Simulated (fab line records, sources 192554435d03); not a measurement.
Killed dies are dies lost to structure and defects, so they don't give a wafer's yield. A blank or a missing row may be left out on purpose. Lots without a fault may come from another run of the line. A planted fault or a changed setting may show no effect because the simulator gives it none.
fab line records | flow n5_finfet
record lots=4 wafers=10 last_day=16
route steps=1938 shown FIN_CUT@157 STI_FIN_REVEAL@183 PASSIVATION@1936
lots that met no fault: from a run of the same line without faults
start_h: hours from the record's first day to the start of the lot's first wafer shown | wait_h: hours since the lot's step before | " the same as in the row above | L1.1+2: a row that stands for several wafers | - no value, or no start given | * or withheld: withheld | < > ~ a bound
route shown NAME@n: a module of which the file shows steps, and the number in the route of the first | usual: mean/standard deviation of fault-free wafers | same: alike in all rows | chamber/n: place in a boat | sites: the reading at each site | _std_site: their standard deviation | _edge_site: outer sites' mean less inner sites' | radius_mm: how far each site lies from the wafer's centre | mask NAME#n: copy n | behind: the tool/chamber that last shaped the wafer | hold: why the lot was held/for how many hours/how that ended | device: the transistor (n, p or np) that didn't switch | end of line: the same wafers' tests at the end of the route | a step without rows: its recipe alone | killed: dies lost to structure and defects at the first sort, not the wafer's yield | map: a wafer's dies, x killed, . not, _ none there
set.NAME: the setting as run; set.NAME@STEP: as run at that earlier step | model.NAME: the simulator's own value behind a step, which no gauge read
lots at some steps of the route; a table a step, a row a wafer
services: from which hour (start_h, from the record's first day; less than 0 if before it) a tool's chamber was out of use, for how many hours, and why
## steps
# step N5_FIN_CUT_COAT_02
# recipe resist=CAR-EUV spin_rpm=1500 resist_thk_nm=30
# step N5_FIN_CUT_EBR_04
# recipe solvent=PGMEA ebr_width_mm=1.5
# step N5_FIN_CUT_SOFTBAKE_03
# recipe temp_c=110 time_s=60 resist=CAR-EUV
# step N5_FIN_CUT_EXPOSE_05
# recipe mask_id=FIN_CUT na=0.33 source_shape=annular sigma_inner=0.35 sigma_outer=0.8 polarization=unpolarized dose_mj=45.75
# step N5_FIN_CUT_PEB_06
# recipe peb_temp_c=100 peb_time_s=60 resist=CAR-EUV
# step N5_FIN_CUT_DEVELOP_07
# recipe develop_time_s=30 developer=TMAH resist=CAR-EUV rinse_liquid=surfactant_rinse dry=air_spin dev_temp_c=23
# step N5_FIN_CUT_DESCUM_13
# recipe chemistry=O2 time_s=7 source_power_w=50 bias_power_w=20 pressure_mtorr=20 rf_frequency_hz=2.712e+07 temp_c=40 resist=CAR-EUV o2_flow_sccm=225
# step N5_FIN_CUT_ETCH_30
# recipe chemistry=N2/H2 target=underlayer target_depth_a=130 mask_material=CAR-EUV time_s=10.4 ion_energy_ev=200 pressure_mtorr=30 source_w=840 bias_w=150 n2_flow_sccm=200 h2_flow_sccm=200 ends=cleared
# step N5_FIN_CUT_ETCH_20
# recipe chemistry=CF4 target=SiARC target_depth_a=260 mask_material=CAR-EUV time_s=43.3 ion_energy_ev=80 pressure_mtorr=40 source_w=545 bias_w=36 Ar_flow_sccm=100 cf4_flow_sccm=100 ends=cleared
# step N5_FIN_CUT_ETCH_21
# recipe chemistry=N2/H2 target=SOC target_depth_a=2190 overetch_a=438 mask_material=SiARC temp_c=40 ion_energy_ev=100 bias_w=61 time_s=523.5 pressure_mtorr=30 source_w=850 n2_flow_sccm=200 h2_flow_sccm=200
# usual drypump_motor_current_A=5.7/0.39 oes_product_au=0.71/0.07 rf_vpp_V=240.8/1.3 showerhead_plenum_p_Torr=2.55/0.081 throttle_valve_pct=17.78/0.21
# columns lot.wafer tool chamber start_h wait_h drypump_motor_current_A oes_product_au rf_hours_counter_h rf_vpp_V showerhead_plenum_p_Torr throttle_valve_pct model.SiARC_of_FIN_CUT_COAT_19.thk_nm model.FIN_CUT.cd_offset_nm
L751.1 rie_diel-01 3 57.41 0.0 5.9 0.79 70 242.9 2.66 17.52 12 0
L751.2 " 2 " " 5.6 0.69 149 241.0 2.56 17.75 12 0.6
L751.5 " 3 " " 5.9 0.79 - 241.1 2.66 17.51 12 0.2
L755.1 rie_diel-02 0 83.21 0.0 5.9 0.65 202 240.5 2.40 18.13 11.8 0.6
L755.4 " 1 " " 5.2 0.72 130 240.1 2.46 17.53 11.8 0.6
L755.6 " 2 " " 5.8 0.69 - 241.8 2.66 17.98 11.8 0.6
L762.1 rie_diel-02 0 127.09 0.0 6.0 0.64 215 239.9 2.40 18.15 6.6 3.6
L762.6 " 2 " " 5.8 0.68 - 241.3 2.65 18.00 12 0
L764.1 rie_diel-02 1 135.79 0.0 5.1 0.71 146 238.1 2.45 17.57 7 3.2
L764.2 " 3 " " 6.4 0.64 209 241.0 2.50 17.79 7.6 3.8
# step N5_FIN_CUT_STRIP_23
# recipe chemistry=N2/H2 temp_c=40 n2_flow_sccm=200 h2_flow_sccm=200 rf_frequency_hz=6e+07
# step N5_FIN_CUT_STRIP_31
# recipe chemistry=N2/H2 temp_c=40 n2_flow_sccm=200 h2_flow_sccm=200 rf_frequency_hz=6e+07
# step N5_FIN_CUT_STRIP_24
# recipe chemistry=CF4 resist=SiARC power_w=300 bias_power_w=75 pressure_mtorr=50 cf4_flow_sccm=150 rf_frequency_hz=6e+07
# step N5_FIN_CUT_CUT_ETCH_26
# recipe chemistry=CH3F/O2 target=SiNx target_depth_a=390 mask_material=SOC time_s=55.7 pressure_mtorr=30 source_w=395 bias_w=73 Ar_flow_sccm=150 CH3F_flow_sccm=30 O2_flow_sccm=20 ion_energy_ev=120
# step N5_FIN_CUT_CUT_ETCH_27
# recipe chemistry=CHF3/O2 target=SiO2 target_depth_a=40 mask_material=SOC overetch_a=20 time_s=4.9 pressure_mtorr=30 source_w=650 bias_w=170 Ar_flow_sccm=200 CHF3_flow_sccm=50 O2_flow_sccm=5 ion_energy_ev=200
# step N5_FIN_CUT_PRECLEAN_35
# recipe time_s=13.3 temp_c=45 pressure_torr=125 p_hf_torr=3 p_coreactant_torr=25 chemistry=vHF
# step N5_FIN_CUT_CUT_ETCH_15
# recipe chemistry=HBr/Cl2/O2 target=Si target_depth_a=1000 bt_time_s=10 mask_material=SOC time_s=42.4 ion_energy_ev=* bias_w=* pressure_mtorr=10 icp_w=800 HBr_flow_sccm=150 Cl2_flow_sccm=80 O2_flow_sccm=12
# step N5_FIN_CUT_CUT_ETCH_28
# recipe chemistry=HBr/Cl2/O2 target=Si target_depth_a=60 mask_material=SOC time_s=2.4 ion_energy_ev=* bias_w=* pressure_mtorr=10 icp_w=800 HBr_flow_sccm=150 Cl2_flow_sccm=80 O2_flow_sccm=12
# usual drypump_motor_current_A=5.6/0.36 oes_product_au=0.997/0.014 throttle_valve_pct=37.1/0.31
# columns lot.wafer tool chamber start_h wait_h drypump_motor_current_A oes_product_au rf_hours_counter_h throttle_valve_pct model.FIN_CUT.cd_offset_nm
L751.1 rie_si-01 2 58.01 0.0 5.9 0.996 48 37.0 0.2
L751.2 " 1 " " 5.5 1.008 58 37.1 1.2
L751.5 " 1 " " 5.5 1.001 - 37.1 0.6
L755.1 rie_si-01 3 83.81 0.0 5.7 0.989 112 36.7 0.6
L755.4 " 0 " " 6.2 0.982 26 37.5 0.8
L755.6 " 1 " " 5.5 1.007 - 37.1 1
L762.1 rie_si-06 0 127.68 0.0 5.2 0.988 89 37.9 3.8
L762.6 " 1 " " 5.5 0.995 - 37.3 0.2
L764.1 rie_si-06 0 136.39 0.0 5.2 0.995 89 37.8 3.2
L764.2 " 1 " " 5.5 1.008 6 37.3 3.8
# step N5_FIN_CUT_STRIP_22
# recipe chemistry=N2/H2 power_w=500 temp_c=40 pressure_mtorr=50 rf_frequency_hz=6e+07 overash_fraction=0.3 bias_power_w=8 h2_frac=0.5 n2_flow_sccm=300 h2_flow_sccm=300
# step N5_FIN_CUT_PRECLEAN_36
# recipe chemistry=O3/DIW time_s=60 temp_c=22 o3_ppm=10
# step N5_FIN_CUT_SRD_32
# recipe dry=ipa_marangoni time_s=30 temp_c=23 rinse_liquid=diw
# step N5_FIN_CUT_UV_OZONE_34
# recipe time_s=120 pressure_torr=760 temp_c=25
# step N5_STI_FIN_REVEAL_ALD_00
# recipe material=SiO2 target_thk_a=10 temp_c=300 ald_precursor_family=BDEAS ald_co_reactant=O2-plasma pulse_time_s=1 pressure_torr=2
# step N5_STI_FIN_REVEAL_ALD_14
# recipe material=Si3N4 target_thk_a=30 temp_c=400 ald_precursor_family=SiH2I2 ald_co_reactant=N2/H2-plasma pressure_torr=2
# step N5_STI_FIN_REVEAL_FCVD_FILL_01
# recipe material=SiO2_flowable target_thk_a=3120 temp_c=100 pressure_torr=0.8 rf_w=2000 time_s=512.2
# step N5_STI_FIN_REVEAL_DENSIFY_02
# recipe temp_c=650 ambient=steam time_s=1800 idle_temp_c=400 densification_p_h2o_torr=640
# step N5_STI_FIN_REVEAL_CMP_04
# recipe stop_on=Si3N4 t_overpolish_s=4 down_force_psi=2 platen_rpm=54.18 post_cmp_clean=alkaline_brush pad_velocity_m_s=1.078 target_thk_nm=131.83
# step N5_STI_FIN_REVEAL_DENSIFY_30
# recipe temp_c=* time_s=* ambient=N2 idle_temp_c=600 ramp_up_c_per_s=150 ramp_down_c_per_s=60 cool_to_c=600
# step N5_STI_FIN_REVEAL_ETCHBACK_08
# recipe chemistry=C4F6/O2 target=SiO2 target_depth_a=305 time_s=10.167 ion_energy_ev=250 pressure_mtorr=30 source_w=345 bias_w=185 Ar_flow_sccm=300 C4F6_flow_sccm=10 O2_flow_sccm=10
# step N5_STI_FIN_REVEAL_STRIP_24
# recipe chemistry=N2/H2 time_s=90 power_w=100 temp_c=40 pressure_mtorr=100 rf_frequency_hz=6e+07 bias_power_w=3 n2_flow_sccm=300 h2_flow_sccm=300
# step N5_STI_FIN_REVEAL_PRECLEAN_25
# recipe chemistry=SPM time_s=90 temp_c=120 mix=4:1
# step N5_STI_FIN_REVEAL_PRECLEAN_26
# recipe chemistry=SC1 time_s=45 temp_c=46 mix=1:2:100
# step N5_STI_FIN_REVEAL_PRECLEAN_29
# recipe chemistry=DHF time_s=30 temp_c=25 dilution=300:1
# step N5_STI_FIN_REVEAL_SRD_12
# recipe time_s=30 temp_c=23 rinse_liquid=diw dry=ipa_marangoni
# step N5_STI_FIN_REVEAL_RECESS_09
# recipe chemistry=HF/NH3 target=SiO2 afs_cycles=11 target_depth_a=425 temp_c=30 sublimation_temp_c=180 sublimation_time_s=60
# step N5_STI_FIN_REVEAL_STRIP_16
# recipe chemistry=H3PO4 material=SiNx temp_c=165 target_depth_a=238 overetch_fraction=0.4964 dry=ipa_marangoni
# step N5_STI_FIN_REVEAL_PRECLEAN_17
# recipe chemistry=NF3:NH3 afs_cycles=1 temp_c=30 time_s=20 sublimation_temp_c=180 sublimation_time_s=60 pressure_torr=3 rf_power_w=30
# step N5_PASSIVATION_PROBE_49
# usual defect_limited_yield=91.4/1.5 killed_at_M0_to_M3=35/11 killed_at_M4_up=16/7 killed_at_contacts=11/5.3 killed_at_front_end=37/11 killed_at_other=3.1/2.8 killed_dies=102/18 killed_on_rim=13/3.7 killed_open=69/15 killed_short=31/7.8 sort_bin_5_function=5.1/1.1 sort_bin_6_memory=3.2/0.69 sort_n_pass=1078/18 sort_yield_pct=91.4/1.5
# same gross_dies=1180 killed_at_back_side=0 sort_bin_4_leakage[%]=0 sort_bin_8_speed[%]=0
# columns lot.wafer tool chamber start_h wait_h defect_limited_yield[%] killed_at_M0_to_M3 killed_at_M4_up killed_at_contacts killed_at_front_end killed_at_other killed_dies killed_on_rim killed_open killed_short sort_bin_5_function[%] sort_bin_6_memory[%] sort_n_pass sort_yield_pct[%]
L751.1 prober-01 - 303.19 0.0 93.0 14 27 10 31 1 83 14 54 26 4.7 2.0 1097 93.0
L755.1 prober-01 - 318.85 0.0 92.9 21 13 13 36 1 84 9 56 25 4.4 2.1 1096 92.9
L755.4 prober-01 - 319.00 0.2 91.1 18 14 17 56 0 105 13 68 37 5.0 3.5 1075 91.1
L755.6 prober-01 - 319.10 0.3 93.5 17 12 12 36 0 77 13 51 22 3.6 2.7 1103 93.5
L762.1 prober-02 - 380.65 0.0 88.1 34 17 1 82 7 141 39 62 25 4.7 2.5 1039 88.1
L764.1 prober-01 - 390.78 0.0 90.3 29 19 4 63 0 115 33 57 29 4.2 3.0 1065 90.3
L764.2 prober-01 - 390.83 0.1 88.5 44 11 11 66 4 136 15 71 32 4.7 3.6 1044 88.5
# killed by level:class
L751.1 MOL_CONTACT_COAG:geometric_particle:open=8 BEOL_M5:geometric_particle:open=7 STI_FIN_REVEAL:geometric_particle:open=6 BEOL_M4:geometric_particle:open=6 GATE_CUT:geometric_particle:short=4 BEOL_M2:geometric_particle:open=4 BEOL_M7:geometric_particle:open=4 STARTING-WAFER:geometric_particle:open=4
L755.1 STI_FIN_REVEAL:geometric_particle:open=18 MOL_CONTACT_COAG:geometric_particle:open=10 BEOL_M0_SAQP:geometric_particle:short=6 BEOL_M4:geometric_particle:open=6 BEOL_M0_SAQP:geometric_particle:open=5 BEOL_M2:geometric_particle:open=5 FIN_SAQP:geometric_particle:short=3 STI_FIN_REVEAL:geometric_particle:short=3
L755.4 STI_FIN_REVEAL:geometric_particle:open=26 MOL_CONTACT_COAG:geometric_particle:open=11 FIN_SAQP:geometric_particle:short=8 BEOL_M0_SAQP:geometric_particle:open=7 MOL_CONTACT_COAG:geometric_particle:short=6 BEOL_M4:geometric_particle:open=6 STI_FIN_REVEAL:geometric_particle:short=5 FIN_SAQP:geometric_particle:open=4
L755.6 STI_FIN_REVEAL:geometric_particle:open=14 MOL_CONTACT_COAG:geometric_particle:open=11 BEOL_M0_SAQP:geometric_particle:short=5 BEOL_M4:geometric_particle:open=5 STARTING-WAFER:geometric_particle:short=5 STI_FIN_REVEAL:geometric_particle:short=4 BEOL_M1:geometric_particle:open=4 BEOL_M0_SAQP:geometric_particle:open=3
L762.1 FIN_CUT:area_etch=52 STI_FIN_REVEAL:geometric_particle:open=11 BEOL_M4:geometric_particle:open=8 BEOL_M0:geometric_particle:open=7 BEOL_M0_SAQP:geometric_particle:open=6 BEOL_M3:geometric_particle:open=6 BEOL_M2:geometric_particle:open=5 FIN_SAQP:geometric_particle:open=4
L764.1 FIN_CUT:area_etch=29 STI_FIN_REVEAL:geometric_particle:open=13 BEOL_M2:geometric_particle:open=10 FIN_SAQP:geometric_particle:short=8 BEOL_M3:geometric_particle:open=7 BEOL_M4:geometric_particle:open=7 BEOL_M0_SAQP:geometric_particle:short=5 BEOL_M0_SAQP:geometric_particle:open=3
L764.2 FIN_CUT:area_etch=33 STI_FIN_REVEAL:geometric_particle:open=11 BEOL_M0_SAQP:geometric_particle:short=11 MOL_CONTACT_COAG:geometric_particle:open=10 BEOL_M2:geometric_particle:open=9 BEOL_M0_SAQP:geometric_particle:open=8 BEOL_M3:geometric_particle:open=6 FIN_SAQP:geometric_particle:short=5
# map L762.1 (x killed, . not)
_________________.x..........________________
______________x...xx......x....._____________
___________.x.....x........x....x..__________
__________..........x.......x......x_________
________...........................xx._______
_______...............................x______
______.....x...........x.x.....x.......x_____
_____......x......x......................____
____..xx.xx....x.........................x___
___.xx....x.............................x..__
___x...............x.................x.....__
__...........x...........x.............x.x.._
__x......x..x...........................x..x_
_....x.......x....xx..x......................
_...........x.....x...............x..........
_x...x.........x..........x............x.....
_................x......x...............x..xx
_.x..................x..x..............x.....
_.....xx...x.......x...............x.........
_x...x.....x..x............................x.
_x.....x.....x..........x..x................x
__..............x........x.x..........x....x_
__x.x.....x....x..........................x._
___x...........x..x........xx....x.........__
___..x..xx......................x.........x__
____.x.....x..........x........x....x.....___
_____x..x...........................x....____
______...........x...x................xx_____
_______.x.x...x.........x...........xxx______
________x....xx....x.......x....x....._______
__________x.....................xx.._________
___________x............x....x...x.__________
______________........x...x..x.._____________
_________________x.....x.x...________________
# map L764.2 (x killed, . not)
_________________............________________
______________...x.............x_____________
___________........x...x.x...x.....__________
__________x....x...................._________
________.....................x........_______
_______x..............x................______
______.......xx.........x..............._____
_____.............x................x.....____
____x....x........x.......................___
___........x.................x..........xxx__
___.........x.....x...x..x.x.....x.........__
__............x..x..............x....xx....._
__...........x.......x.xx.....x............._
_x...x...x..xxx.x...x......xxx......x........
_............x.....x..x.......x...........x.x
_.x........x........x.x...x.x....x........x..
_....x..x...x..........x...........x.........
_..............xx......x.x.x....x.........xxx
_..............x..................x...x.....x
_.................x........xx...x..........x.
_...............x.x.....x..............x.....
__........x......x.....x.x.x..x.x........x.._
__.....x...................................._
___....x........xx.x......x......xx........__
___x......x.x....xx........................__
____...x........xx........................___
_____.......x............................____
______........xx.....x.....x........x..._____
_______...........x.........x......x...______
________...x.......x............x....._______
__________.....x.......x....x...x..._________
___________....................x...__________
______________.x............x..._____________
_________________............________________
## services
# columns tool chamber start_h hours kind
rie_diel-02 0 35.62 16.3 repair
rie_si-01 0 37.25 6.4 repair
rie_si-06 - 42.33 0.5 repair
rie_diel-01 1 107.72 3.6 repair
rie_si-01 0 120.85 14.7 repair
## key
first_sign step=N5_PASSIVATION_PROBE_49 reading=killed_at_front_end direction=up sigmas=3.1 usual=37 struck=70
effect step=N5_PASSIVATION_PROBE_49 reading=killed_on_rim direction=up sigmas=4.2 usual=13 struck=29 wafers_moved=2
model_effect step=N5_FIN_CUT_ETCH_21 value=SiARC_of_FIN_CUT_COAT_19.thk_nm without=12 struck=7.067
model_effect step=N5_FIN_CUT_CUT_ETCH_28 value=FIN_CUT.cd_offset_nm without=0.06667 struck=3.6
more_kills_born_at N5_FIN_CUT_ETCH_21@rie_diel-02=114
met_at N5_FIN_CUT_ETCH_21
struck_wafers L762.1,L764.1,L764.2
onset_between 83.21 127.09
fault kind=process_parameter_drift tool=rie_diel-02 chamber=- onset_h=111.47 steps=N5_FIN_CUT_ETCH_21 channel=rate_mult offset=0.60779 shape=step end_h=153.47 scope=struck_wafers_only
